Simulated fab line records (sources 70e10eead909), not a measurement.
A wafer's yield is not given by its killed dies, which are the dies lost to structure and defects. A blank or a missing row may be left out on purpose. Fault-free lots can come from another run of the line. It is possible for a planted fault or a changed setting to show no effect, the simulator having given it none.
Which tool did it? / flow nand-harc / Sampling: 11 lots, 33 wafers, 2 of 1159 route steps

== WHAT EACH GAUGE READ, for each wafer ==
NHARC_P_ZERO_WELL_INSPECT_43. Usual: raw-defect-count at 13, with a standard deviation of 5.9.
lot=L473; measured=day 1 19:38; on=defect-inspect-01; raw-defect-count=14 9 5; flag=
lot=L474; measured=day 2 01:56; on=defect-inspect-01; raw-defect-count=10 21 5; flag=
lot=L475; measured=day 2 08:08; on=defect-inspect-01; raw-defect-count=19 12 10; flag=
lot=L476; measured=day 2 13:24; on=defect-inspect-01; raw-defect-count=9 9 6; flag=
lot=L477; measured=day 2 19:50; on=defect-inspect-01; raw-defect-count=7 12 15; flag=
lot=L478; measured=day 3 01:29; on=defect-inspect-02; raw-defect-count=9 12 12; flag=
lot=L484; measured=day 4 13:42; on=defect-inspect-01; raw-defect-count=12 12 14; flag=
lot=L485; measured=day 4 19:34; on=defect-inspect-01; raw-defect-count=12 7 15; flag=
lot=L489; measured=day 5 19:25; on=defect-inspect-02; raw-defect-count=15 10 20; flag=
lot=L492; measured=day 6 13:27; on=defect-inspect-02; raw-defect-count=4 5 11; flag=
lot=L493; measured=day 6 19:46; on=defect-inspect-01; raw-defect-count=9 16 4; flag=

== TOOL THAT RAN EACH LOT (tool first, then ch and the chambers of the sampled wafers, then the start) ==
lot=L473; NHARC_P_ZERO_WELL_DESCUM_26=rie-diel-07 ch 0,1,2, day 1 14:47
lot=L474; NHARC_P_ZERO_WELL_DESCUM_26=rie-diel-01 ch 0,1,3, day 1 21:08
lot=L475; NHARC_P_ZERO_WELL_DESCUM_26=rie-diel-07 ch 2,3, day 2 03:12
lot=L476; NHARC_P_ZERO_WELL_DESCUM_26=rie-diel-11 ch 0,1,2, day 2 08:38
lot=L477; NHARC_P_ZERO_WELL_DESCUM_26=rie-diel-11 ch 0,2,3, day 2 14:38
lot=L478; NHARC_P_ZERO_WELL_DESCUM_26=rie-diel-07 ch 0,3, day 2 20:44
lot=L484; NHARC_P_ZERO_WELL_DESCUM_26=rie-diel-07 ch 0,2,3, day 4 08:46
lot=L485; NHARC_P_ZERO_WELL_DESCUM_26=rie-diel-11 ch 1,2,3, day 4 14:38
lot=L489; NHARC_P_ZERO_WELL_DESCUM_26=rie-diel-11 ch 0,2,3, day 5 14:31
lot=L492; NHARC_P_ZERO_WELL_DESCUM_26=rie-diel-11 ch 1,2,3, day 6 08:44
lot=L493; NHARC_P_ZERO_WELL_DESCUM_26=rie-diel-11 ch 0,1,2, day 6 14:46
- NHARC_P_ZERO_WELL_DESCUM_26: chemistry O2, time 3 s.

== AS READ BY THE TOOLS THEMSELVES (means over the sampled wafers that have a number; for cases with no such wafer, the mark the record gives instead) ==
NHARC_P_ZERO_WELL_DESCUM_26. Usual: drypump-motor-current-A 5.9 A, standard deviation 0.38; oes-product-au 0.998 a.u., standard deviation 0.0093; rf-vpp-V 58.1 V, standard deviation 0.88; showerhead-plenum-p-Torr 1.96 Torr, standard deviation 0.056; throttle-valve-pct 11.310 %, standard deviation 0.01.
lot=L473; tool=rie-diel-07; drypump-motor-current-A (A)=5.4; oes-product-au (a.u.)=0.990; rf-vpp-V (V)=57.9; showerhead-plenum-p-Torr (Torr)=1.99; throttle-valve-pct (%)=11.293; flag=
lot=L474; tool=rie-diel-01; drypump-motor-current-A (A)=5.9; oes-product-au (a.u.)=1.008; rf-vpp-V (V)=57.6; showerhead-plenum-p-Torr (Torr)=1.94; throttle-valve-pct (%)=11.315; flag=
lot=L475; tool=rie-diel-07; drypump-motor-current-A (A)=6.1; oes-product-au (a.u.)=1.004; rf-vpp-V (V)=58.5; showerhead-plenum-p-Torr (Torr)=1.93; throttle-valve-pct (%)=11.309; flag=
lot=L476; tool=rie-diel-11; drypump-motor-current-A (A)=6.2; oes-product-au (a.u.)=0.993; rf-vpp-V (V)=58.5; showerhead-plenum-p-Torr (Torr)=1.94; throttle-valve-pct (%)=11.306; flag=
lot=L477; tool=rie-diel-11; drypump-motor-current-A (A)=6.1; oes-product-au (a.u.)=0.995; rf-vpp-V (V)=58.4; showerhead-plenum-p-Torr (Torr)=1.95; throttle-valve-pct (%)=11.317; flag=
lot=L478; tool=rie-diel-07; drypump-motor-current-A (A)=5.7; oes-product-au (a.u.)=1.001; rf-vpp-V (V)=57.6; showerhead-plenum-p-Torr (Torr)=1.94; throttle-valve-pct (%)=11.301; flag=
lot=L484; tool=rie-diel-07; drypump-motor-current-A (A)=5.8; oes-product-au (a.u.)=0.990; rf-vpp-V (V)=58.6; showerhead-plenum-p-Torr (Torr)=1.94; throttle-valve-pct (%)=11.320; flag=
lot=L485; tool=rie-diel-11; drypump-motor-current-A (A)=6.2; oes-product-au (a.u.)=0.996; rf-vpp-V (V)=58.5; showerhead-plenum-p-Torr (Torr)=1.94; throttle-valve-pct (%)=11.311; flag=
lot=L489; tool=rie-diel-11; drypump-motor-current-A (A)=6.1; oes-product-au (a.u.)=1.001; rf-vpp-V (V)=58.3; showerhead-plenum-p-Torr (Torr)=1.95; throttle-valve-pct (%)=11.325; flag=
lot=L492; tool=rie-diel-11; drypump-motor-current-A (A)=6.1; oes-product-au (a.u.)=0.998; rf-vpp-V (V)=58.4; showerhead-plenum-p-Torr (Torr)=1.94; throttle-valve-pct (%)=11.303; flag=
lot=L493; tool=rie-diel-11; drypump-motor-current-A (A)=6.2; oes-product-au (a.u.)=0.989; rf-vpp-V (V)=58.6; showerhead-plenum-p-Torr (Torr)=1.94; throttle-valve-pct (%)=11.312; flag=

== THE ANSWER, worked out from the rows above alone ==
Rule: a lot is off if the mean of its wafers that have a number lies more than 3 standard deviations from the usual mean. A lot without any number at a reading at which 4 lots or more have one is off too. All remaining lots with rows at the step are treated as sound. First the gauges in route order, then the tools' own readings, where a lot's mean is used as printed above. The first step at which some lot is off is used, and at that step the reading that is off furthest; a lot without a number counts as furthest.
Across all readings shown, no lot is off: no conclusion can be drawn from this.

== WHAT THE SIMULATOR HAD PUT IN ==
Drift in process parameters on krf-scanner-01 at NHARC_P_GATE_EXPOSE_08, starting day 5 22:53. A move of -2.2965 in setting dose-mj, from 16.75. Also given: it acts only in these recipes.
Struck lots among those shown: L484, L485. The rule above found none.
